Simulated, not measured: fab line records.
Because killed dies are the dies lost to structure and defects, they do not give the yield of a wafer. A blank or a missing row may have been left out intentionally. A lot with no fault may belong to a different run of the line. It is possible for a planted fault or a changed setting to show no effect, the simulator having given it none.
fab line records	flow n5_finfet	part 2 of 2: steps 4 to 6 of 6
[record] lots = 24	wafers = 72	last_day = 18
route steps=1938 shown STI_FIN_REVEAL@199 DUMMY_GATE@235 SD_EPI_N@293 SD_EPI_P@314 SD_ACTIVATION@331
lots untouched by any fault: they come from a run of this same line in which no faults occurred
start_h: hours from the record's first day to the start of the lot's first wafer shown	wait_h: hours since the lot's step before	" as in the row above	L1.1+2: a single row standing in for several wafers	- no value present, or no start provided	* or withheld: withheld	< > ~ a bound
route shown NAME@n: names a module that has steps shown in the file, with the first one's number in the route	usual: mean and standard deviation over wafers with no fault	same: alike in all rows	chamber/n: place in a boat	sites: each site's reading	_std_site: how widely they spread, as a standard deviation	_edge_site: the outer-site mean with the inner-site mean subtracted	radius_mm: how far each site lies from the wafer's centre	mask NAME#n: copy n	behind: the most recent tool/chamber to have shaped the wafer	hold: cause of the lot's hold/its duration in hours/its outcome	device: whichever transistor did not switch (one of n, p or np)	end of line: tests run on the same wafers once the route is complete	where a step has no rows: the recipe by itself	killed: dies that structure and defects cost at the first sort, which is not the same as the wafer's yield	map: a wafer's dies, marking killed ones x, the rest . and places with no die _
set.NAME: setting as actually run; set.NAME@STEP: the setting as run at that earlier step	model.NAME: the simulator's own value behind a step, which no gauge read
steps of the route over a sample of lots; a table a step, a row a wafer
services: a tool's chamber out of use, with start hour (start_h, from the record's first day; less than 0 if before it), hours out, and reason
[[steps]]
[step N5_SD_EPI_N_LINER_46]
[recipe] material = SiNx	target_thk_a = 30	temp_c = 400	ald_precursor_family = SiH2I2	ald_co_reactant = N2/H2-plasma	pressure_torr = 2
[usual] heater_power_outer_w = 535/67	heater_power_w = 859/87
lot.wafer	tool	chamber	start_h	wait_h	heater_power_outer_w	heater_power_w
L074.2	ald_sin-02	1	57.90	0.1	488	814
L074.3	"	0	"	"	564	888
L074.6	"	3	"	"	487	795
L075.1	ald_sin-01	0	61.37	0.4	670	985
L075.2	"	2	"	"	447	713
L075.3	"	1	"	"	591	999
L076.1	ald_sin-02	1	65.55	0.2	501	838
L076.3	"	0	"	"	536	912
L076.4	"	3	"	"	483	765
L077.2	ald_sin-01	0	71.23	0.2	675	998
L077.3	"	2	"	"	453	703
L077.4	"	3	"	"	448	777
L078.1	ald_sin-01	3	77.02	0.2	439	743
L078.2	"	2	"	"	452	708
L078.5	"	1	"	"	597	1017
L079.2	ald_sin-02	1	84.01	0.1	481	830
L079.4	"	1	"	"	503	831
L079.5	"	3	"	"	476	815
L080.1	ald_sin-02	1	89.28	0.2	497	847
L080.3	"	3	"	"	470	792
L080.5	"	2	"	"	591	883
L081.2	ald_sin-02	0	94.63	0.4	538	916
L081.3	"	2	"	"	592	869
L081.6	"	2	"	"	583	880
L082.3	ald_sin-01	2	100.72	0.3	458	721
L082.4	"	0	"	"	675	977
L082.5	"	3	"	"	449	748
L083.3	ald_sin-02	1	107.98	0.1	477	838
L083.5	"	1	"	"	490	841
L083.6	"	0	"	"	560	944
L084.2	ald_sin-01	0	117.54	0.1	647	1000
L084.5	"	0	"	"	670	978
L084.6	"	1	"	"	617	1016
L085.3	ald_sin-03	1	121.66	0.1	527	876
L085.4	"	2	"	"	555	896
L085.6	"	3	"	"	511	841
L086.1	ald_sin-03	0	125.29	0.2	578	889
L086.3	"	3	"	"	506	847
L086.5	"	0	"	"	587	878
L087.2	ald_sin-02	2	130.00	0.1	581	865
L087.4	"	0	"	"	565	887
L087.5	"	2	"	"	571	872
L088.1	ald_sin-02	0	137.27	0.3	559	897
L088.2	"	3	"	"	472	797
L088.4	"	1	"	"	482	826
L089.1	ald_sin-01	3	142.79	0.2	456	769
L089.5	"	3	"	"	456	755
L089.6	"	1	"	"	612	1011
L090.3	ald_sin-03	0	148.78	0.2	575	884
L090.5	"	3	"	"	508	861
L090.6	"	0	"	"	578	875
L091.1	ald_sin-03	1	157.48	0.2	521	856
L091.4	"	2	"	"	572	911
L091.5	"	2	"	"	575	877
L092.4	ald_sin-01	1	165.90	0.3	600	1009
L092.5	"	2	"	"	452	727
L092.6	"	1	"	"	606	1007
L093.2	ald_sin-01	3	167.05	0.1	457	751
L093.3	"	2	"	"	442	739
L093.4	"	0	"	"	668	1003
L094.1	ald_sin-03	3	177.75	0.4	513	847
L094.4	"	1	"	"	519	871
L094.5	"	0	"	"	596	892
L095.2	ald_sin-01	0	179.69	0.1	679	989
L095.4	"	1	"	"	599	1020
L095.6	"	3	"	"	448	769
L096.1	ald_sin-02	1	186.42	0.2	478	854
L096.5	"	3	"	"	475	771
L096.6	"	2	"	"	570	872
L097.1	ald_sin-03	2	189.27	0.2	574	904
L097.3	"	1	"	"	529	857
L097.5	"	0	"	"	565	899
[step N5_SD_EPI_P_SD_RECESS_17]
[recipe] chemistry = HBr/Cl2/O2	target_depth_a = 391	bt_time_s = 3	pressure_mtorr = 10	icp_w = 800	bias_w = 112	HBr_flow_sccm = 150	Cl2_flow_sccm = 80	O2_flow_sccm = 12
[usual] drypump_motor_current_A = 5.7/0.47	oes_product_au = 1.007/0.015	throttle_valve_pct = 36.91/0.19
lot.wafer	tool	chamber	start_h	wait_h	drypump_motor_current_A	oes_product_au	rf_hours_counter_h	throttle_valve_pct
L074.2	rie_si-01	2	59.33	0.0	4.6	1.007	0	36.80
L074.3	"	1	"	"	5.3	1.034	1	37.40
L074.6	"	3	"	"	5.9	1.007	-	36.79
L075.1	rie_si-04	1	62.79	0.0	5.6	0.989	200	36.94
L075.2	"	0	"	"	5.9	1.019	19	36.76
L075.3	"	3	"	"	6.0	1.002	21	36.74
L076.1	rie_si-04	2	66.85	0.0	6.2	1.034	94	36.92
L076.3	"	0	"	"	5.9	1.014	19	36.75
L076.4	"	3	"	"	6.0	1.008	22	36.76
L077.2	rie_si-01	3	72.68	0.0	5.9	0.999	62	36.79
L077.3	"	2	"	"	4.6	1.001	1	36.80
L077.4	"	1	"	"	5.3	1.031	1	37.40
L078.1	rie_si-02	2	78.86	0.0	5.2	1.015	1	37.22
L078.2	"	3	"	"	6.1	1.016	143	36.80
L078.5	"	2	"	"	5.2	1.008	-	37.22
L079.2	rie_si-01	2	85.31	0.0	4.6	0.995	1	36.82
L079.4	"	1	"	"	5.2	1.029	2	37.40
L079.5	"	3	"	"	5.9	1.008	-	36.78
L080.1	rie_si-04	2	90.67	0.0	6.2	1.024	94	36.92
L080.3	"	3	"	"	6.0	1.006	22	36.75
L080.5	"	2	"	"	6.2	1.021	-	36.92
L081.2	rie_si-01	2	96.06	0.0	4.7	1.002	1	36.80
L081.3	"	3	"	"	5.9	1.012	62	36.79
L081.6	"	2	"	"	4.7	0.999	-	36.80
L082.3	rie_si-02	2	102.20	0.0	5.2	1.010	2	37.23
L082.4	"	0	"	"	6.2	0.976	141	37.09
L082.5	"	1	"	"	5.9	1.004	-	37.11
L083.3	rie_si-04	3	109.45	0.0	6.0	1.003	23	36.73
L083.5	"	1	"	"	5.6	0.997	-	37.08
L083.6	"	0	"	"	5.9	1.014	-	36.74
L084.2	rie_si-02	0	118.97	0.0	6.2	0.978	141	37.10
L084.5	"	2	"	"	5.2	1.009	-	37.22
L084.6	"	3	"	"	6.1	1.011	-	36.78
L085.3	rie_si-04	2	123.08	0.0	6.2	1.020	95	36.92
L085.4	"	0	"	"	5.9	1.013	-	36.74
L085.6	"	2	"	"	6.2	1.030	-	36.92
L086.1	rie_si-04	0	126.71	0.0	5.9	1.015	20	36.75
L086.3	"	3	"	"	6.0	1.001	23	36.75
L086.5	"	3	"	"	6.0	1.006	-	36.74
L087.2	rie_si-04	1	131.33	0.0	5.6	0.997	0	37.08
L087.4	"	3	"	"	6.0	1.016	23	36.75
L087.5	"	2	"	"	6.2	1.027	-	36.93
L088.1	rie_si-04	3	138.64	0.0	6.0	1.005	23	36.73
L088.2	"	0	"	"	5.9	1.016	20	36.75
L088.4	"	2	"	"	6.2	1.021	95	36.90
L089.1	rie_si-04	0	144.21	0.0	5.9	1.017	20	36.74
L089.5	"	1	"	"	5.6	0.995	-	37.05
L089.6	"	0	"	"	5.9	1.014	-	36.76
L090.3	rie_si-01	1	150.20	0.0	5.3	1.029	3	37.39
L090.5	"	0	"	"	6.1	0.971	-	36.87
L090.6	"	3	"	"	5.9	1.008	-	36.79
L091.1	rie_si-04	3	158.90	0.0	6.0	1.001	24	36.73
L091.4	"	0	"	"	5.9	1.021	20	36.75
L091.5	"	2	"	"	6.3	1.025	-	36.90
L092.4	rie_si-04	1	167.33	0.0	5.6	1.000	1	37.05
L092.5	"	1	"	"	5.6	0.999	-	37.07
L092.6	"	0	"	"	5.9	1.022	-	36.74
L093.2	rie_si-01	2	168.49	0.0	4.7	1.001	1	36.80
L093.3	"	3	"	"	5.9	1.008	64	36.79
L093.4	"	0	"	"	6.1	0.976	190	36.86
L094.1	rie_si-02	1	179.05	0.0	5.9	0.999	179	37.13
L094.4	"	0	"	"	6.2	0.987	142	37.09
L094.5	"	3	"	"	6.1	1.022	-	36.79
L095.2	rie_si-01	2	181.16	0.0	4.7	1.000	1	36.81
L095.4	"	1	"	"	5.3	1.014	4	37.41
L095.6	"	2	"	"	4.6	1.002	-	36.81
L096.1	rie_si-01	3	187.84	0.0	5.9	1.018	64	36.78
L096.5	"	0	"	"	6.1	0.969	-	36.90
L096.6	"	2	"	"	4.7	0.993	-	36.82
L097.1	rie_si-01	3	190.70	0.0	5.9	1.007	64	36.80
L097.3	"	2	"	"	4.7	1.007	2	36.79
L097.5	"	1	"	"	5.3	1.018	-	37.39
[step N5_SD_ACTIVATION_LSA_01]
[recipe] temp_c = 1080	time_s = 0.0008	ambient = N2
[usual] wafer_temp_C_max = 1084.5/1.2
lot.wafer	tool	chamber	start_h	wait_h	wafer_temp_C_max
L074.2	laser_anneal-01	0	63.47	0.2	1082.7
L074.3	"	0	"	"	1084.5
L074.6	"	0	"	"	1082.3
L075.1	laser_anneal-02	0	66.23	0.2	1086.0
L075.2	"	0	"	"	1084.8
L075.3	"	0	"	"	1086.3
L076.1	laser_anneal-01	0	70.28	0.2	1082.6
L076.3	"	0	"	"	1083.8
L076.4	"	0	"	"	1084.6
L077.2	laser_anneal-02	0	76.84	0.2	1084.3
L077.3	"	0	"	"	1085.9
L077.4	"	0	"	"	1085.3
L078.1	laser_anneal-01	0	82.14	0.2	1085.0
L078.2	"	0	"	"	1083.7
L078.5	"	0	"	"	1084.6
L079.2	laser_anneal-02	0	88.79	0.2	1086.7
L079.4	"	0	"	"	1085.3
L079.5	"	0	"	"	1085.1
L080.1	laser_anneal-01	0	94.06	0.2	1084.5
L080.3	"	0	"	"	1084.4
L080.5	"	0	"	"	1083.6
L081.2	laser_anneal-01	0	99.39	0.2	1084.9
L081.3	"	0	"	"	1085.6
L081.6	"	0	"	"	1085.0
L082.3	laser_anneal-02	0	105.79	0.2	1086.3
L082.4	"	0	"	"	1084.7
L082.5	"	0	"	"	1085.0
L083.3	laser_anneal-02	0	112.78	0.2	1087.1
L083.5	"	0	"	"	1083.7
L083.6	"	0	"	"	1086.6
L084.2	laser_anneal-01	0	123.83	0.2	1082.5
L084.5	"	0	"	"	1083.0
L084.6	"	0	"	"	1084.1
L085.3	laser_anneal-02	0	126.42	0.2	1085.0
L085.4	"	0	"	"	1086.2
L085.6	"	0	"	"	1084.0
L086.1	laser_anneal-01	0	130.08	0.2	1083.9
L086.3	"	0	"	"	1083.9
L086.5	"	0	"	"	1084.1
L087.2	laser_anneal-02	0	134.64	0.2	1086.2
L087.4	"	0	"	"	1086.6
L087.5	"	0	"	"	1085.0
L088.1	laser_anneal-01	0	143.87	0.2	1084.4
L088.2	"	0	"	"	1085.2
L088.4	"	0	"	"	1083.0
L089.1	laser_anneal-02	0	148.46	0.2	1083.3
L089.5	"	0	"	"	1084.5
L089.6	"	0	"	"	1085.9
L090.3	laser_anneal-01	0	153.56	0.2	1083.1
L090.5	"	0	"	"	1082.8
L090.6	"	0	"	"	1082.5
L091.1	laser_anneal-02	0	163.14	0.2	1083.2
L091.4	"	0	"	"	1084.9
L091.5	"	0	"	"	1084.4
L092.4	laser_anneal-01	0	170.95	0.2	1083.1
L092.5	"	0	"	"	1083.6
L092.6	"	0	"	"	1083.4
L093.2	laser_anneal-02	0	172.62	0.2	1086.8
L093.3	"	0	"	"	1085.3
L093.4	"	0	"	"	1085.3
L094.1	laser_anneal-01	0	183.57	0.2	1084.0
L094.4	"	0	"	"	1083.6
L094.5	"	0	"	"	1082.9
L095.2	laser_anneal-02	0	184.49	0.2	1085.6
L095.4	"	0	"	"	1084.9
L095.6	"	0	"	"	1086.0
L096.1	laser_anneal-01	0	191.10	0.2	1084.2
L096.5	"	0	"	"	1084.3
L096.6	"	0	"	"	1083.6
L097.1	laser_anneal-02	0	193.99	0.2	1085.2
L097.3	"	0	"	"	1086.1
L097.5	"	0	"	"	1085.4
[[services]]
tool	chamber	start_h	hours	kind
rie_diel-04	3	21.27	132.0	repair
ald_sin-03	0	23.86	1.5	repair
laser_anneal-01	-	27.65	5.3	pm
rie_si-01	2	29.15	1.7	repair
ald_sin-03	-	47.30	2.8	pm
rie_diel-06	-	58.10	2.8	pm
rie_diel-06	3	81.36	10.5	repair
ald_sin-02	0	83.73	3.5	repair
ald_sin-03	-	85.25	14.0	pm
rie_diel-04	0	85.45	2.4	repair
laser_anneal-01	-	89.92	2.6	pm
rie_si-04	0	91.66	9.6	repair
rie_si-01	2	97.63	53.2	repair
laser_anneal-02	-	99.07	2.3	pm
ald_sin-03	3	101.40	10.0	repair
rie_diel-05	0	105.22	2.4	repair
laser_anneal-01	-	107.00	9.9	pm
ald_sin-02	0	108.34	6.2	repair
rie_si-04	1	118.55	12.5	repair
ald_sin-02	-	141.74	6.1	pm
rie_diel-05	0	149.24	2.4	repair
rie_diel-04	0	150.26	5.2	repair
rie_diel-06	1	175.19	8.7	repair
rie_si-01	1	184.56	6.1	repair
